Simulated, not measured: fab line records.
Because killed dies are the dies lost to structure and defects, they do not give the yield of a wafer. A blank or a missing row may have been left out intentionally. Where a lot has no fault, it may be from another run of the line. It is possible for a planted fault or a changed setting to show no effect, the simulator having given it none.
Which of the tools did it? / flow n5 finfet / 10 lots, 30 wafers sampled, at 5 steps of a route of 1938

WHAT THE GAUGES SHOWED, per wafer
N5_BEOL_M4_RC_MEAS_101. Usual: DIBL_N 36.3 mV/V, standard deviation 1.6; DIBL_P 36.5 mV/V, standard deviation 1.6; EOT_N 10.53, standard deviation 0.085; EOT_P 10.47, standard deviation 0.099; IGATE_N 0.0123 nA/um, standard deviation 0.0016; IGATE_P 0.0037 nA/um, standard deviation 0.0005; IOFF_N 0.163 nA/um, standard deviation 0.026; IOFF_P 0.22 nA/um, standard deviation 0.033; ION_N 676 uA/um, standard deviation 9.9; ION_P 464 uA/um, standard deviation 6.5; SS_N 71.5 mV/dec, standard deviation 0.5; SS_P 73.3 mV/dec, standard deviation 0.64; VT_N 249.3 mV, standard deviation 2.9; VT_P -250 mV, standard deviation 3.2.
lot=L213; measured=day 8 10:20; on=prober-02; DIBL_N (mV/V)=32.9 35.1 33.6; DIBL_P (mV/V)=32.6 35.7 34.0; EOT_N=10.44 10.49 10.32; EOT_P=10.38 10.34 10.35; IGATE_N (nA/um)=0.0156 0.0135 0.0152; IGATE_P (nA/um)=0.0045 0.0039 0.0044; IOFF_N (nA/um)=0.114 0.150 0.129; IOFF_P (nA/um)=0.14 0.19 0.16; ION_N (uA/um)=671 669 661; ION_P (uA/um)=458 462 452; SS_N (mV/dec)=70.9 71.1 71.8; SS_P (mV/dec)=72.6 74.1 72.5; VT_N (mV)=255.4 249.7 252.2; VT_P (mV)=-259 -252 -254; flag=
lot=L216; measured=day 9 08:10; on=prober-01; DIBL_N (mV/V)=34.8 33.5 34.9; DIBL_P (mV/V)=36.6 34.8 36.3; EOT_N=10.54 10.44 10.57; EOT_P=10.56 10.51 10.44; IGATE_N (nA/um)=0.0127 0.0134 0.0116; IGATE_P (nA/um)=0.0039 0.0041 0.0035; IOFF_N (nA/um)=0.169 0.140 0.165; IOFF_P (nA/um)=0.20 0.17 0.20; ION_N (uA/um)=691 672 692; ION_P (uA/um)=466 467 471; SS_N (mV/dec)=71.5 71.0 70.9; SS_P (mV/dec)=73.7 72.9 74.6; VT_N (mV)=249.6 250.4 247.7; VT_P (mV)=-250 -251 -251; flag=
lot=L217; measured=day 9 14:32; on=prober-01; DIBL_N (mV/V)=36.8 37.4 37.0; DIBL_P (mV/V)=37.1 37.5 37.0; EOT_N=10.46 10.61 10.56; EOT_P=10.43 10.53 10.54; IGATE_N (nA/um)=0.0132 0.0118 0.0111; IGATE_P (nA/um)=0.0039 0.0034 0.0032; IOFF_N (nA/um)=0.165 0.176 0.153; IOFF_P (nA/um)=0.22 0.24 0.22; ION_N (uA/um)=687 699 674; ION_P (uA/um)=468 479 462; SS_N (mV/dec)=71.1 71.5 71.9; SS_P (mV/dec)=72.8 73.6 73.2; VT_N (mV)=247.6 247.3 249.2; VT_P (mV)=-248 -248 -251; flag=
lot=L218; measured=day 9 16:22; on=prober-02; DIBL_N (mV/V)=36.9 37.0 35.6; DIBL_P (mV/V)=37.9 38.1 36.5; EOT_N=10.63 10.60 10.59; EOT_P=10.64 10.60 10.51; IGATE_N (nA/um)=0.0099 0.0121 0.0123; IGATE_P (nA/um)=0.0029 0.0036 0.0037; IOFF_N (nA/um)=0.179 0.182 0.160; IOFF_P (nA/um)=0.22 0.22 0.20; ION_N (uA/um)=673 688 697; ION_P (uA/um)=463 466 464; SS_N (mV/dec)=71.6 71.7 70.8; SS_P (mV/dec)=74.8 73.9 74.3; VT_N (mV)=245.1 246.4 248.8; VT_P (mV)=-251 -250 -253; flag=
lot=L223; measured=day 11 14:23; on=prober-02; DIBL_N (mV/V)=35.7 36.0 35.3; DIBL_P (mV/V)=36.2 36.5 35.6; EOT_N=10.50 10.44 10.46; EOT_P=10.45 10.29 10.21; IGATE_N (nA/um)=0.0138 0.0138 0.0148; IGATE_P (nA/um)=0.0043 0.0043 0.0046; IOFF_N (nA/um)=0.166 0.165 0.152; IOFF_P (nA/um)=0.22 0.22 0.21; ION_N (uA/um)=674 677 667; ION_P (uA/um)=464 463 458; SS_N (mV/dec)=71.5 70.5 71.2; SS_P (mV/dec)=73.8 73.2 73.4; VT_N (mV)=249.9 250.0 250.9; VT_P (mV)=-248 -248 -249; flag=
lot=L224; measured=day 11 17:46; on=prober-01; DIBL_N (mV/V)=35.7 33.8 35.4; DIBL_P (mV/V)=35.7 33.9 36.0; EOT_N=10.50 10.54 10.51; EOT_P=10.45 10.27 10.50; IGATE_N (nA/um)=0.0111 0.0146 0.0116; IGATE_P (nA/um)=0.0034 0.0044 0.0035; IOFF_N (nA/um)=0.159 0.133 0.158; IOFF_P (nA/um)=0.22 0.20 0.23; ION_N (uA/um)=679 664 672; ION_P (uA/um)=465 467 460; SS_N (mV/dec)=71.2 70.5 71.8; SS_P (mV/dec)=73.0 72.6 73.0; VT_N (mV)=248.4 249.7 250.1; VT_P (mV)=-249 -249 -248; flag=
lot=L226; measured=day 11 22:40; on=prober-02; DIBL_N (mV/V)=34.6 34.3 36.5; DIBL_P (mV/V)=35.7 35.6 38.5; EOT_N=10.54 10.51 10.57; EOT_P=10.57 10.39 10.57; IGATE_N (nA/um)=0.0118 0.0134 0.0117; IGATE_P (nA/um)=0.0036 0.0041 0.0036; IOFF_N (nA/um)=0.129 0.123 0.157; IOFF_P (nA/um)=0.19 0.19 0.22; ION_N (uA/um)=658 671 670; ION_P (uA/um)=457 467 464; SS_N (mV/dec)=71.6 71.3 71.7; SS_P (mV/dec)=72.6 72.8 72.6; VT_N (mV)=253.8 253.7 250.7; VT_P (mV)=-253 -250 -250; flag=
lot=L229; measured=day 12 13:53; on=prober-01; DIBL_N (mV/V)=36.2 35.1 35.8; DIBL_P (mV/V)=36.7 35.2 36.3; EOT_N=10.57 10.64 10.68; EOT_P=10.62 10.55 10.53; IGATE_N (nA/um)=0.0108 0.0104 0.0107; IGATE_P (nA/um)=0.0033 0.0031 0.0033; IOFF_N (nA/um)=0.152 0.132 0.154; IOFF_P (nA/um)=0.19 0.17 0.18; ION_N (uA/um)=667 659 683; ION_P (uA/um)=455 454 461; SS_N (mV/dec)=71.4 71.5 71.4; SS_P (mV/dec)=73.9 73.3 73.4; VT_N (mV)=250.6 254.4 250.6; VT_P (mV)=-255 -253 -256; flag=
lot=L233; measured=day 13 16:11; on=prober-01; DIBL_N (mV/V)=38.4 36.4 35.9; DIBL_P (mV/V)=42.3 39.5 38.6; EOT_N=10.43 10.95 10.40; EOT_P=10.45 11.11 10.43; IGATE_N (nA/um)=0.0129 0.0049 0.0147; IGATE_P (nA/um)=0.0039 0.0015 0.0045; IOFF_N (nA/um)=0.213 0.165 0.164; IOFF_P (nA/um)=0.29 0.23 0.23; ION_N (uA/um)=685 671 682; ION_P (uA/um)=470 465 471; SS_N (mV/dec)=72.8 71.0 71.5; SS_P (mV/dec)=74.2 72.5 72.9; VT_N (mV)=246.6 246.7 250.8; VT_P (mV)=-245 -248 -249; flag=
lot=L234; measured=day 13 21:23; on=prober-01; DIBL_N (mV/V)=35.9 35.8 37.3; DIBL_P (mV/V)=35.8 36.3 37.7; EOT_N=10.51 10.56 11.13; EOT_P=10.52 10.43 11.11; IGATE_N (nA/um)=0.0105 0.0109 0.0043; IGATE_P (nA/um)=0.0032 0.0033 0.0013; IOFF_N (nA/um)=0.146 0.143 0.173; IOFF_P (nA/um)=0.20 0.20 0.23; ION_N (uA/um)=667 671 665; ION_P (uA/um)=459 467 456; SS_N (mV/dec)=71.0 71.2 71.7; SS_P (mV/dec)=73.1 73.1 72.9; VT_N (mV)=253.6 250.4 249.9; VT_P (mV)=-251 -253 -252; flag=

TOOL THAT RAN EACH LOT (tool first, then ch and the chambers of the sampled wafers, then the start)
lot=L213; N5_HKMG_FIN_IL_REGROW_00=ald hk-02 ch 0,1,3, day 3 20:26; N5_BEOL_M4_SPUTTER_81=pvd sputter-01, day 8 07:52; N5_BEOL_M4_ANNEAL_82=pvd sputter-01, day 8 07:57; N5_BEOL_M4_SPUTTER_88=pvd sputter-01, day 8 08:19
lot=L216; N5_HKMG_FIN_IL_REGROW_00=ald hk-02 ch 0,3, day 4 13:43; N5_BEOL_M4_SPUTTER_81=pvd sputter-02, day 9 05:44; N5_BEOL_M4_ANNEAL_82=pvd sputter-02, day 9 05:49; N5_BEOL_M4_SPUTTER_88=pvd sputter-02, day 9 06:11
lot=L217; N5_HKMG_FIN_IL_REGROW_00=ald hk-03 ch 0,1,3, day 4 23:04; N5_BEOL_M4_SPUTTER_81=pvd sputter-02, day 9 09:43; N5_BEOL_M4_ANNEAL_82=pvd sputter-02, day 9 09:48; N5_BEOL_M4_SPUTTER_88=pvd sputter-02, day 9 10:10
lot=L218; N5_HKMG_FIN_IL_REGROW_00=ald hk-02 ch 0,1,3, day 5 02:21; N5_BEOL_M4_SPUTTER_81=pvd sputter-02, day 9 13:39; N5_BEOL_M4_ANNEAL_82=pvd sputter-02, day 9 13:44; N5_BEOL_M4_SPUTTER_88=pvd sputter-02, day 9 14:05
lot=L223; N5_HKMG_FIN_IL_REGROW_00=ald hk-02 ch 1,2,3, day 6 11:49; N5_BEOL_M4_SPUTTER_81=pvd sputter-03, day 11 11:42; N5_BEOL_M4_ANNEAL_82=pvd sputter-03, day 11 11:47; N5_BEOL_M4_SPUTTER_88=pvd sputter-03, day 11 12:08
lot=L224; N5_HKMG_FIN_IL_REGROW_00=ald hk-02 ch 0,1,3, day 6 20:21; N5_BEOL_M4_SPUTTER_81=pvd sputter-01, day 11 15:12; N5_BEOL_M4_ANNEAL_82=pvd sputter-01, day 11 15:17; N5_BEOL_M4_SPUTTER_88=pvd sputter-01, day 11 15:38
lot=L226; N5_HKMG_FIN_IL_REGROW_00=ald hk-01 ch 0,2,3, day 7 04:06; N5_BEOL_M4_SPUTTER_81=pvd sputter-01, day 11 19:56; N5_BEOL_M4_ANNEAL_82=pvd sputter-01, day 11 20:01; N5_BEOL_M4_SPUTTER_88=pvd sputter-01, day 11 20:22
lot=L229; N5_HKMG_FIN_IL_REGROW_00=ald hk-01 ch 1,2,3, day 8 02:38; N5_BEOL_M4_SPUTTER_81=pvd sputter-02, day 12 11:28; N5_BEOL_M4_ANNEAL_82=pvd sputter-02, day 12 11:32; N5_BEOL_M4_SPUTTER_88=pvd sputter-02, day 12 11:54
lot=L233; N5_HKMG_FIN_IL_REGROW_00=ald hk-02 ch 0,1,2, day 8 22:05; N5_BEOL_M4_SPUTTER_81=pvd sputter-03, day 13 07:41; N5_BEOL_M4_ANNEAL_82=pvd sputter-03, day 13 07:46; N5_BEOL_M4_SPUTTER_88=pvd sputter-03, day 13 08:07
lot=L234; N5_HKMG_FIN_IL_REGROW_00=ald hk-02 ch 0,1,3, day 9 04:53; N5_BEOL_M4_SPUTTER_81=pvd sputter-01, day 13 18:35; N5_BEOL_M4_ANNEAL_82=pvd sputter-01, day 13 18:40; N5_BEOL_M4_SPUTTER_88=pvd sputter-01, day 13 19:02
- N5_HKMG_FIN_IL_REGROW_00: material SiO2, chemistry O3, target thk 0.75 nm, time 30 s.
- N5_BEOL_M4_SPUTTER_81: material Cu, target thk 4.5 nm, time 8.29 s.
- N5_BEOL_M4_ANNEAL_82: time 240 s.
- N5_BEOL_M4_SPUTTER_88: material Cu, target thk 4.5 nm, time 8.29 s.

AS READ BY THE TOOLS THEMSELVES (means over the sampled wafers that have a number; for cases with no such wafer, the mark the record gives instead)
N5_BEOL_M4_SPUTTER_81. Usual: chuck gas flow sccm 1.27 sccm, standard deviation 0.056; throttle valve pct 30.1 %, standard deviation 1.
lot=L213; tool=pvd sputter-01; chuck gas flow sccm (sccm)=1.34; throttle valve pct (%)=30.6; flag=
lot=L216; tool=pvd sputter-02; chuck gas flow sccm (sccm)=1.14; throttle valve pct (%)=30.6; flag=
lot=L217; tool=pvd sputter-02; chuck gas flow sccm (sccm)=1.31; throttle valve pct (%)=29.1; flag=
lot=L218; tool=pvd sputter-02; chuck gas flow sccm (sccm)=1.27; throttle valve pct (%)=29.6; flag=
lot=L223; tool=pvd sputter-03; chuck gas flow sccm (sccm)=1.23; throttle valve pct (%)=29.7; flag=
lot=L224; tool=pvd sputter-01; chuck gas flow sccm (sccm)=1.34; throttle valve pct (%)=29.8; flag=
lot=L226; tool=pvd sputter-01; chuck gas flow sccm (sccm)=1.29; throttle valve pct (%)=30.5; flag=
lot=L229; tool=pvd sputter-02; chuck gas flow sccm (sccm)=1.29; throttle valve pct (%)=30.6; flag=
lot=L233; tool=pvd sputter-03; chuck gas flow sccm (sccm)=1.26; throttle valve pct (%)=29.8; flag=
lot=L234; tool=pvd sputter-01; chuck gas flow sccm (sccm)=1.31; throttle valve pct (%)=29.7; flag=

N5_BEOL_M4_ANNEAL_82. Usual: 808 W for heater power w, sd 110.
lot=L213; tool=pvd sputter-01; heater power w (W)=758; flag=
lot=L216; tool=pvd sputter-02; heater power w (W)=839; flag=
lot=L217; tool=pvd sputter-02; heater power w (W)=742; flag=
lot=L218; tool=pvd sputter-02; heater power w (W)=754; flag=
lot=L223; tool=pvd sputter-03; heater power w (W)=866; flag=
lot=L224; tool=pvd sputter-01; heater power w (W)=826; flag=
lot=L226; tool=pvd sputter-01; heater power w (W)=876; flag=
lot=L229; tool=pvd sputter-02; heater power w (W)=795; flag=
lot=L233; tool=pvd sputter-03; heater power w (W)=873; flag=
lot=L234; tool=pvd sputter-01; heater power w (W)=823; flag=

N5_BEOL_M4_SPUTTER_88. Usual: chuck gas flow sccm 1.27 sccm, standard deviation 0.056; throttle valve pct 30.1 %, standard deviation 0.97.
lot=L213; tool=pvd sputter-01; chuck gas flow sccm (sccm)=1.28; throttle valve pct (%)=30.6; flag=
lot=L216; tool=pvd sputter-02; chuck gas flow sccm (sccm)=1.24; throttle valve pct (%)=30.7; flag=
lot=L217; tool=pvd sputter-02; chuck gas flow sccm (sccm)=1.26; throttle valve pct (%)=29.2; flag=
lot=L218; tool=pvd sputter-02; chuck gas flow sccm (sccm)=1.22; throttle valve pct (%)=29.4; flag=
lot=L223; tool=pvd sputter-03; chuck gas flow sccm (sccm)=1.27; throttle valve pct (%)=29.6; flag=
lot=L224; tool=pvd sputter-01; chuck gas flow sccm (sccm)=1.31; throttle valve pct (%)=29.7; flag=
lot=L226; tool=pvd sputter-01; chuck gas flow sccm (sccm)=1.34; throttle valve pct (%)=30.3; flag=
lot=L229; tool=pvd sputter-02; chuck gas flow sccm (sccm)=1.23; throttle valve pct (%)=30.3; flag=
lot=L233; tool=pvd sputter-03; chuck gas flow sccm (sccm)=1.18; throttle valve pct (%)=29.7; flag=
lot=L234; tool=pvd sputter-01; chuck gas flow sccm (sccm)=1.27; throttle valve pct (%)=29.8; flag=

THE ANSWER, worked out from the rows above alone
Rule: a lot is off if the mean of its wafers that have a number lies more than 3 standard deviations from the usual mean. Also off: a lot with no number at a reading for which 4 or more lots have one. Where the step has rows for the other lots, those lots are counted as sound. After the gauges, taken in route order, come the tools' own readings; for these a lot's mean is taken, as printed above. The first step at which some lot is off is used, and at that step the reading that is off furthest; a lot without a number counts as furthest.
No lot is off at any reading shown: from this, nothing can be told.

WHAT THE SIMULATOR HAD INSERTED
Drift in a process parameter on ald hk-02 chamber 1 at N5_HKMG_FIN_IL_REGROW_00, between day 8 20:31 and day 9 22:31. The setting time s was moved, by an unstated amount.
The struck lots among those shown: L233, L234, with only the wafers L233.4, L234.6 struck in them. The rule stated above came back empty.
